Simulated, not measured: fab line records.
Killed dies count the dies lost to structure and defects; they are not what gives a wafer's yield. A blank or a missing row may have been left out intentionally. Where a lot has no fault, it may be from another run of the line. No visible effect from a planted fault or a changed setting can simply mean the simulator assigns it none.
Which tool was responsible? + flow n5-finfet + 15 lots, 45 wafers sampled, at 6 steps of a route of 1938

== WHAT EACH GAUGE READ, for each wafer ==
N5_BEOL_M2_THK_MEAS_53: measures by xrf.
| lot  | measured     | on            | M2_THK (nm)    |
|------|--------------|---------------|----------------|
| L882 | day 6 23:26  | film-metro-02 | 39.4 39.4 38.3 |
| L883 | day 7 02:41  | film-metro-01 | 39.2 39.6 38.7 |
| L885 | day 7 15:51  | film-metro-01 | 41.2 42.4 41.8 |
| L888 | day 8 11:43  | film-metro-01 | 37.8 37.9 37.8 |
| L889 | day 8 20:30  | film-metro-01 | 37.6 39.6 38.0 |
| L890 | day 9 04:04  | film-metro-01 | 38.2 38.7 37.2 |
| L891 | day 9 05:21  | film-metro-02 | 40.5 40.8 41.5 |
| L892 | day 9 15:07  | film-metro-02 | 37.8 39.2 38.3 |
| L895 | day 10 04:25 | film-metro-02 | 40.0 38.9 38.2 |
| L897 | day 10 16:30 | film-metro-02 | 40.1 40.8 40.8 |
| L896 | day 10 20:31 | film-metro-01 | 39.2 40.3 40.8 |
| L898 | day 10 22:02 | film-metro-02 | 38.1 38.8 40.6 |
| L902 | day 11 21:47 | film-metro-01 | 39.4 39.7 40.2 |
| L903 | day 12 02:02 | film-metro-01 | 39.2 39.3 39.3 |
| L904 | day 12 14:49 | film-metro-02 | 40.9 40.4 41.4 |

N5_BEOL_M3_CD_MEAS_18: pitch 36 nm, target cd 18 nm.
| lot  | measured     | on        | cd-nm (nm)     |
|------|--------------|-----------|----------------|
| L882 | day 7 00:54  | cd-sem-03 | 18.0 18.1 18.3 |
| L883 | day 7 05:10  | cd-sem-01 | 17.7 18.1 17.7 |
| L885 | day 7 17:55  | cd-sem-02 | 17.9 17.8 18.2 |
| L888 | day 8 13:22  | cd-sem-02 | 18.6 18.2 18.1 |
| L889 | day 8 23:03  | cd-sem-03 | 18.1 18.0 17.7 |
| L890 | day 9 06:07  | cd-sem-02 | 18.4 19.0 18.2 |
| L891 | day 9 07:38  | cd-sem-02 | 18.4 18.6 18.6 |
| L892 | day 9 17:45  | cd-sem-01 | 18.2 18.0 17.8 |
| L895 | day 10 05:58 | cd-sem-01 | 18.2 18.3 18.4 |
| L897 | day 10 18:50 | cd-sem-02 | - - -          |
| L896 | day 11 00:20 | cd-sem-01 | - - -          |
| L898 | day 11 00:40 | cd-sem-02 | - - -          |
| L902 | day 11 23:50 | cd-sem-03 | 18.2 18.6 18.2 |
| L903 | day 12 03:43 | cd-sem-02 | 18.2 18.6 18.1 |
| L904 | day 12 17:58 | cd-sem-01 | 17.7 17.8 18.6 |

N5_BEOL_M4_RC_MEAS_101.
| lot  | measured     | on        | DIBL_N (mV/V)  | DIBL_P (mV/V)  | IOFF_N (nA/um)    | IOFF_P (nA/um) | ION_N (uA/um) | ION_P (uA/um) | SS_N (mV/dec)  | SS_P (mV/dec)  | VT_N (mV)   | VT_P (mV)      |
|------|--------------|-----------|----------------|----------------|-------------------|----------------|---------------|---------------|----------------|----------------|-------------|----------------|
| L882 | day 7 18:44  | prober-02 | 37.2 35.0 35.2 | 39.2 38.2 36.6 | 0.199 0.160 0.161 | 0.27 0.24 0.22 | 681 672 684   | 469 465 467   | 72.2 71.1 71.0 | 74.2 73.9 73.7 | 247 248 248 | -244 -246 -247 |
| L883 | day 7 23:58  | prober-01 | 34.0 35.2 34.4 | 32.5 34.1 34.2 | 0.114 0.133 0.126 | 0.16 0.18 0.18 | 661 670 659   | 457 464 452   | 70.3 70.6 71.3 | 72.7 73.5 73.0 | 255 253 255 | -255 -251 -250 |
| L885 | day 8 13:11  | prober-02 | 34.3 34.6 33.5 | 36.0 34.9 35.0 | 0.149 0.144 0.146 | 0.18 0.17 0.17 | 676 664 670   | 457 455 459   | 70.9 71.6 70.7 | 72.8 72.0 73.0 | 252 254 251 | -255 -253 -252 |
| L888 | day 9 08:35  | prober-02 | 35.7 35.7 35.1 | 36.7 36.7 36.3 | 0.162 0.163 0.152 | 0.23 0.23 0.22 | 680 678 678   | 468 467 467   | 71.3 71.4 71.0 | 72.6 72.1 73.0 | 247 247 249 | -247 -248 -247 |
| L889 | day 9 17:50  | prober-02 | 36.0 35.9 35.6 | 36.9 36.5 35.6 | 0.162 0.157 0.153 | 0.21 0.20 0.20 | 676 682 674   | 465 459 462   | 72.1 71.7 71.3 | 73.2 72.6 73.1 | 247 248 248 | -251 -250 -250 |
| L890 | day 10 02:28 | prober-02 | 33.7 35.1 33.6 | 32.3 34.0 32.7 | 0.114 0.131 0.112 | 0.16 0.19 0.17 | 666 674 666   | 458 463 467   | 70.7 71.6 72.0 | 72.2 72.7 72.5 | 256 255 255 | -253 -253 -255 |
| L891 | day 10 03:15 | prober-02 | 36.5 37.6 37.4 | 34.9 35.7 36.3 | 0.147 0.154 0.156 | 0.19 0.21 0.21 | 671 669 675   | 458 459 458   | 72.1 71.6 72.1 | 73.5 73.0 73.0 | 251 250 253 | -248 -251 -249 |
| L892 | day 10 11:20 | prober-02 | 37.7 35.7 34.8 | 38.4 35.6 34.8 | 0.186 0.148 0.139 | 0.26 0.22 0.21 | 680 662 677   | 466 463 465   | 72.5 71.3 70.7 | 74.4 73.1 73.3 | 250 250 250 | -245 -248 -248 |
| L895 | day 11 01:20 | prober-02 | 34.1 35.7 36.3 | 33.8 35.6 36.0 | 0.115 0.138 0.146 | 0.16 0.18 0.19 | 656 673 661   | 450 454 452   | 71.3 72.0 71.7 | 72.5 72.6 73.2 | 254 254 253 | -253 -255 -254 |
| L902 | day 12 17:35 | prober-02 | 33.4 33.5 36.0 | 34.1 33.9 36.6 | 0.116 0.108 0.151 | 0.15 0.15 0.18 | 656 649 663   | 451 445 452   | 71.0 70.8 71.3 | 72.4 72.5 73.1 | 256 258 251 | -258 -256 -257 |
| L903 | day 12 22:13 | prober-02 | 35.3 37.8 35.5 | 35.0 38.1 35.2 | 0.137 0.182 0.137 | 0.18 0.22 0.18 | 679 689 678   | 464 468 466   | 70.7 71.5 71.0 | 72.9 73.6 73.5 | 254 249 250 | -252 -249 -253 |
| L904 | day 13 20:10 | prober-01 | 34.3 36.4 35.3 | 34.6 36.6 35.2 | 0.123 0.150 0.124 | 0.18 0.20 0.17 | 663 673 667   | 458 464 456   | 71.2 71.5 71.2 | 72.0 73.5 72.7 | 253 250 253 | -252 -250 -251 |

== EACH LOT AND THE TOOL THAT RAN IT (in order: tool; ch and the chambers of the sampled wafers; start) ==
| lot  | N5_BEOL_M3_ETCH_74                 | N5_BEOL_M3_HM_OPEN_17             | N5_BEOL_M3_STRIP_19                |
|------|------------------------------------|-----------------------------------|------------------------------------|
| L882 | rie-diel-02 ch 1,3, day 7 00:29    | rie-metal-02 ch 0,1, day 7 00:42  | rie-diel-03 ch 2,3, day 7 00:50    |
| L883 | rie-diel-02 ch 0,1,3, day 7 04:46  | rie-metal-02 ch 0,1, day 7 04:59  | rie-diel-04 ch 0,1,3, day 7 05:05  |
| L885 | rie-diel-03 ch 2,3, day 7 17:26    | rie-metal-01 ch 0,1, day 7 17:40  | rie-diel-04 ch 1,2, day 7 17:50    |
| L888 | rie-diel-03 ch 0,2,3, day 8 12:58  | rie-metal-01 ch 0,1, day 8 13:13  | rie-diel-03 ch 2,3, day 8 13:17    |
| L889 | rie-diel-02 ch 0,1,3, day 8 22:38  | rie-metal-02 ch 0,1, day 8 22:51  | rie-diel-04 ch 0,3, day 8 22:58    |
| L890 | rie-diel-03 ch 0,1,3, day 9 05:38  | rie-metal-01 ch 1, day 9 05:50    | rie-diel-02 ch 0,2,3, day 9 06:02  |
| L891 | rie-diel-03 ch 0,1,3, day 9 07:15  | rie-metal-02 ch 0,1, day 9 07:28  | rie-diel-04 ch 0,1,3, day 9 07:34  |
| L892 | rie-diel-04 ch 0,1,2, day 9 17:12  | rie-metal-02 ch 0,1, day 9 17:25  | rie-diel-03 ch 0,1,3, day 9 17:40  |
| L895 | rie-diel-04 ch 0,1,3, day 10 05:29 | rie-metal-02 ch 0,1, day 10 05:42 | rie-diel-03 ch 0,2,3, day 10 05:53 |
| L897 | rie-diel-04 ch 1,2,3, day 10 18:25 | rie-metal-02 ch 0,1, day 10 18:38 | rie-diel-02 ch 0,1,3, day 10 18:46 |
| L896 | rie-diel-02 ch 0,2, day 10 23:55   | rie-metal-03 ch 0,1, day 11 00:08 | rie-diel-03 ch 0,2,3, day 11 00:16 |
| L898 | rie-diel-04 ch 0,1,2, day 11 00:13 | rie-metal-03 ch 0,1, day 11 00:26 | rie-diel-02 ch 0,1,2, day 11 00:35 |
| L902 | rie-diel-04 ch 0,1, day 11 23:22   | rie-metal-03 ch 0,1, day 11 23:35 | rie-diel-03 ch 0,2,3, day 11 23:46 |
| L903 | rie-diel-02 ch 0,1,2, day 12 03:19 | rie-metal-03 ch 0,1, day 12 03:34 | rie-diel-03 ch 1,3, day 12 03:38   |
| L904 | rie-diel-03 ch 0,2,3, day 12 17:32 | rie-metal-02 ch 1, day 12 17:45   | rie-diel-03 ch 0,1,2, day 12 17:53 |
- N5_BEOL_M3_ETCH_74: etches underlayer in N2/H2, target depth 6.5 nm, time 5.2 s.
- N5_BEOL_M3_HM_OPEN_17: chemistry Cl2/BCl3, target TiN, target depth 20 nm, overetch 6 nm.
- N5_BEOL_M3_STRIP_19: strips in O2.

== AS READ BY THE TOOLS THEMSELVES (means over the sampled wafers that have a number; for cases with no such wafer, the mark the record gives instead) ==
N5_BEOL_M3_ETCH_74.
| lot  | tool        | drypump-motor-current-A (A) | etch-rf-on-time-s (s) | oes-product-au (a.u.) | rf-fwd-power-W (W) | rf-vpp-V (V) | showerhead-plenum-p-Torr (Torr) | throttle-valve-pct (%) |
|------|-------------|-----------------------------|-----------------------|-----------------------|--------------------|--------------|---------------------------------|------------------------|
| L882 | rie-diel-02 | 5.9                         | 5.19                  | 0.64                  | 819.8              | 520.9        | 2.44                            | 17.53                  |
| L883 | rie-diel-02 | 5.9                         | 5.20                  | 0.63                  | 820.7              | 523.6        | 2.50                            | 17.76                  |
| L885 | rie-diel-03 | 6.2                         | 5.22                  | 0.65                  | 818.1              | 521.0        | 2.45                            | 17.91                  |
| L888 | rie-diel-03 | 6.2                         | 5.23                  | 0.65                  | 819.6              | 521.5        | 2.44                            | 17.87                  |
| L889 | rie-diel-02 | 5.9                         | 5.16                  | 0.70                  | 819.8              | 522.5        | 2.50                            | 17.63                  |
| L890 | rie-diel-03 | 5.7                         | 5.13                  | 0.73                  | 820.2              | 523.0        | 2.49                            | 17.73                  |
| L891 | rie-diel-03 | 5.7                         | 5.13                  | 0.73                  | 818.2              | 522.8        | 2.49                            | 17.74                  |
| L892 | rie-diel-04 | 5.8                         | 5.14                  | 0.69                  | 819.9              | 523.8        | 2.55                            | 17.85                  |
| L895 | rie-diel-04 | 5.8                         | 5.21                  | 0.61                  | 818.2              | 524.6        | 2.56                            | 18.03                  |
| L897 | rie-diel-04 | 5.9                         | 5.27                  | 0.68                  | 818.3              | 525.6        | 2.55                            | 17.87                  |
| L896 | rie-diel-02 | 5.4                         | 5.17                  | 0.73                  | 820.6              | 523.4        | 2.50                            | 17.58                  |
| L898 | rie-diel-04 | 5.8                         | 5.23                  | 0.67                  | 818.3              | 523.9        | 2.55                            | 17.89                  |
| L902 | rie-diel-04 | 5.8                         | 5.22                  | 0.60                  | 818.7              | 523.5        | 2.55                            | 18.06                  |
| L903 | rie-diel-02 | 5.5                         | 5.17                  | 0.67                  | 818.6              | 522.5        | 2.45                            | 17.61                  |
| L904 | rie-diel-03 | 6.2                         | 5.22                  | 0.62                  | 820.6              | 520.2        | 2.42                            | 17.93                  |

N5_BEOL_M3_HM_OPEN_17.
| lot  | tool         | bcl3-flow-sccm (sccm) | bias-w (W) | drypump-motor-current-A (A) | oes-product-au (a.u.) | rf-fwd-power-W (W) | throttle-valve-pct (%) |
|------|--------------|-----------------------|------------|-----------------------------|-----------------------|--------------------|------------------------|
| L882 | rie-metal-02 | 21.74                 | 125.8      | 6.2                         | 0.78                  | 991                | 21.85                  |
| L883 | rie-metal-02 | 21.74                 | 126.0      | 6.2                         | 0.77                  | 992                | 21.87                  |
| L885 | rie-metal-01 | 21.82                 | 125.9      | 5.4                         | 0.63                  | 999                | 22.12                  |
| L888 | rie-metal-01 | 21.77                 | 125.8      | 5.5                         | 0.69                  | 993                | 22.07                  |
| L889 | rie-metal-02 | 21.81                 | 126.0      | 6.2                         | 0.72                  | 995                | 21.95                  |
| L890 | rie-metal-01 | 21.76                 | 125.7      | 5.4                         | 0.54                  | 999                | 22.19                  |
| L891 | rie-metal-02 | 21.74                 | 125.6      | 6.2                         | 0.71                  | 993                | 21.96                  |
| L892 | rie-metal-02 | 21.73                 | 126.2      | 6.2                         | 0.72                  | 996                | 21.96                  |
| L895 | rie-metal-02 | 21.70                 | 125.8      | 6.1                         | 0.71                  | 992                | 21.96                  |
| L897 | rie-metal-02 | -                     | -          | -                           | -                     | -                  | -                      |
| L896 | rie-metal-03 | -                     | -          | -                           | -                     | -                  | -                      |
| L898 | rie-metal-03 | -                     | -          | -                           | -                     | -                  | -                      |
| L902 | rie-metal-03 | 21.78                 | 126.0      | 6.0                         | 0.59                  | 994                | 21.96                  |
| L903 | rie-metal-03 | 21.71                 | 126.3      | 6.0                         | 0.58                  | 996                | 21.97                  |
| L904 | rie-metal-02 | 21.72                 | 125.9      | 6.2                         | 0.75                  | 994                | 21.79                  |

N5_BEOL_M3_STRIP_19.
| lot  | tool        | drypump-motor-current-A (A) | oes-product-au (a.u.) | rf-vpp-V (V) | showerhead-plenum-p-Torr (Torr) | temp-c (C) | throttle-valve-pct (%) |
|------|-------------|-----------------------------|-----------------------|--------------|---------------------------------|------------|------------------------|
| L882 | rie-diel-03 | 6.2                         | 0.77                  | 3.8          | 2.02                            | 40.00      | 16.61                  |
| L883 | rie-diel-04 | 5.9                         | 0.74                  | 3.6          | 2.11                            | 40.10      | 16.80                  |
| L885 | rie-diel-04 | 6.0                         | 0.73                  | 3.5          | 2.14                            | 39.99      | 16.65                  |
| L888 | rie-diel-03 | 6.2                         | 0.75                  | 3.7          | 2.01                            | 40.05      | 16.63                  |
| L889 | rie-diel-04 | 5.8                         | 0.72                  | 3.0          | 2.07                            | 40.04      | 16.93                  |
| L890 | rie-diel-02 | 5.7                         | 0.89                  | 3.5          | 2.10                            | 39.98      | 16.38                  |
| L891 | rie-diel-04 | 5.8                         | 0.73                  | 3.5          | 2.11                            | 40.09      | 16.84                  |
| L892 | rie-diel-03 | 5.7                         | 0.84                  | 3.4          | 2.05                            | 39.99      | 16.62                  |
| L895 | rie-diel-03 | 6.2                         | 0.75                  | 4.0          | 2.01                            | 40.00      | 16.73                  |
| L897 | rie-diel-02 | 5.9                         | 0.80                  | 3.9          | 2.05                            | 39.97      | 16.42                  |
| L896 | rie-diel-03 | 6.2                         | 0.76                  | 3.2          | 2.01                            | 40.03      | 16.74                  |
| L898 | rie-diel-02 | 5.5                         | 0.80                  | 3.8          | 2.03                            | 39.96      | 16.46                  |
| L902 | rie-diel-03 | 6.2                         | 0.74                  | 3.7          | 2.00                            | 39.97      | 16.77                  |
| L903 | rie-diel-03 | 5.2                         | 0.87                  | 3.4          | 2.10                            | 40.01      | 16.47                  |
| L904 | rie-diel-03 | 5.7                         | 0.79                  | 3.8          | 2.04                            | 39.97      | 16.66                  |

== THE ANSWER, worked out from the rows above alone ==
Rule: usual is defined by the lots themselves. The widest of any qualifying gaps counts: lots, ordered by their means at a reading, are off when they make up no more than a third of the lots, leave a main group of 4 or more, and stand apart from it by 3 or more times the standard deviation of that group's means. A main group is skipped when, at the precision printed for the reading in the tables above, its means are all equal. A lot without any number at a reading at which 4 lots or more have one is off too. The other lots that the step has rows for count as sound. First the gauges in route order, then the tools' own readings, where a lot's mean is used as printed above. At the first step where some lot is off, the reading lying furthest off is the one used; lots without a number count as furthest.
Off at N5_BEOL_M3_CD_MEAS_18 (cd-nm): L897, L896, L898. Without a number there: L897, L896, L898. The main group has a mean of 18.2 nm with a standard deviation of 0.22.
If a tool, at a process step before that reading, ran all the lots that are off and no sound lot after the first of them, it fits. The gauges at N5_BEOL_M3_CD_MEAS_18 aren't tried: what is off there is off at N5_BEOL_M3_HM_OPEN_17 too, on other tools, and a gauge's error can't cause that. Not one of the candidates tried fits.

== WHAT THE SIMULATOR PUT IN ==
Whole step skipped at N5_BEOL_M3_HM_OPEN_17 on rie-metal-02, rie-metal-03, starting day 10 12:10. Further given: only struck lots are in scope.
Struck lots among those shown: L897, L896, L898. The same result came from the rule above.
